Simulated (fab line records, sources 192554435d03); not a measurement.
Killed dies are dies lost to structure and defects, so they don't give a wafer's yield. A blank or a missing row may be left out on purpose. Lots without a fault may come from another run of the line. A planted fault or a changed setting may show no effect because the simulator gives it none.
Chamber matching | flow n5_finfet | N5_FIN_CUT_CUT_ETCH_27 on rie_diel-06: 4 sister chambers
The step etches SiO2 in CHF3/O2, target depth 4 nm, overetch 2 nm, time 4.9 s. 22 wafers are shown with their chamber, then 11 later ones without.

WAFERS WITH THEIR CHAMBER
wafer  | chamber | drypump_motor_current_A (A) | showerhead_plenum_p_Torr (Torr) | throttle_valve_pct (%)
L075.2 | 1       | 5.6                         | 2.50                            | 19.13
L075.3 | 3       | 5.4                         | 2.42                            | 19.08
L075.6 | 3       | 5.5                         | 2.41                            | 19.08
L076.1 | 2       | 6.5                         | 2.32                            | 18.61
L076.2 | 0       | 5.2                         | 2.39                            | 18.96
L076.4 | 1       | 5.6                         | 2.49                            | 19.12
L077.2 | 3       | 5.4                         | 2.41                            | 19.10
L077.5 | 3       | 5.5                         | 2.41                            | 19.08
L077.6 | 2       | 6.4                         | 2.32                            | 18.58
L078.1 | 0       | 5.2                         | 2.39                            | 18.96
L078.4 | 2       | 6.4                         | 2.32                            | 18.60
L078.6 | 1       | 5.6                         | 2.49                            | 19.15
L079.1 | 2       | 6.4                         | 2.32                            | 18.59
L079.3 | 0       | 5.2                         | 2.39                            | 18.96
L079.5 | 2       | 6.4                         | 2.32                            | 18.60
L086.2 | 3       | 5.5                         | 2.41                            | 19.11
L086.3 | 1       | 5.6                         | 2.49                            | 19.14
L086.4 | 0       | 5.2                         | 2.38                            | 18.99
L087.1 | 3       | 5.5                         | 2.41                            | 19.12
L087.4 | 2       | 6.4                         | 2.32                            | 18.64
L087.6 | 0       | 5.2                         | 2.38                            | 19.00
L088.1 | 2       | 6.5                         | 2.32                            | 18.63

SIGNATURES (means of the wafers above)
reading                  | chamber 0 | chamber 1 | chamber 2 | chamber 3 | scatter within a chamber
drypump_motor_current_A  | 5.200     | 5.600     | 6.429     | 5.467     | 0.0392
showerhead_plenum_p_Torr | 2.3860    | 2.4925    | 2.3200    | 2.4117    | 0.00393
throttle_valve_pct       | 18.9740   | 19.1350   | 18.6071   | 19.0950   | 0.0187
Rule: a wafer's distance from a chamber is the root of the sum, over the readings, of the square of ((its reading less the chamber's mean) divided by the reading's scatter). The wafer belongs to the nearest chamber; if the next one is less than 2 further off, it can't be placed. The scatter: the root of (the sum of the squares of (reading less its chamber's mean) over the shown wafers, divided by (wafers less chambers)).

WAFERS WITHOUT THEIR CHAMBER
wafer  | drypump_motor_current_A (A) | showerhead_plenum_p_Torr (Torr) | throttle_valve_pct (%)
L088.2 | 5.6                         | 2.49                            | 19.16
L088.4 | 5.2                         | 2.38                            | 18.97
L090.2 | 5.6                         | 2.49                            | 19.17
L090.3 | 6.5                         | 2.32                            | 18.65
L090.6 | 6.5                         | 2.32                            | 18.65
L093.3 | 5.2                         | 2.38                            | 18.62
L093.4 | 6.5                         | 2.31                            | 18.63
L093.5 | 5.6                         | 2.48                            | 19.17
L097.1 | 5.2                         | 2.38                            | 18.63
L097.2 | 5.5                         | 2.40                            | 19.14
L097.5 | 5.2                         | 2.38                            | 18.63

WHICH CHAMBER EACH WENT THROUGH
wafer  | from the rows above | in truth
L088.2 | 1                   | 1
L088.4 | 0                   | 0
L090.2 | 1                   | 1
L090.3 | 2                   | 2
L090.6 | 2                   | 2
L093.3 | 0                   | 0
L093.4 | 2                   | 2
L093.5 | 1                   | 1
L097.1 | 0                   | 0
L097.2 | 3                   | 3
L097.5 | 0                   | 0
Placed correctly: 11 of 11. Can't be placed from these rows: 0. Placed wrongly: 0.
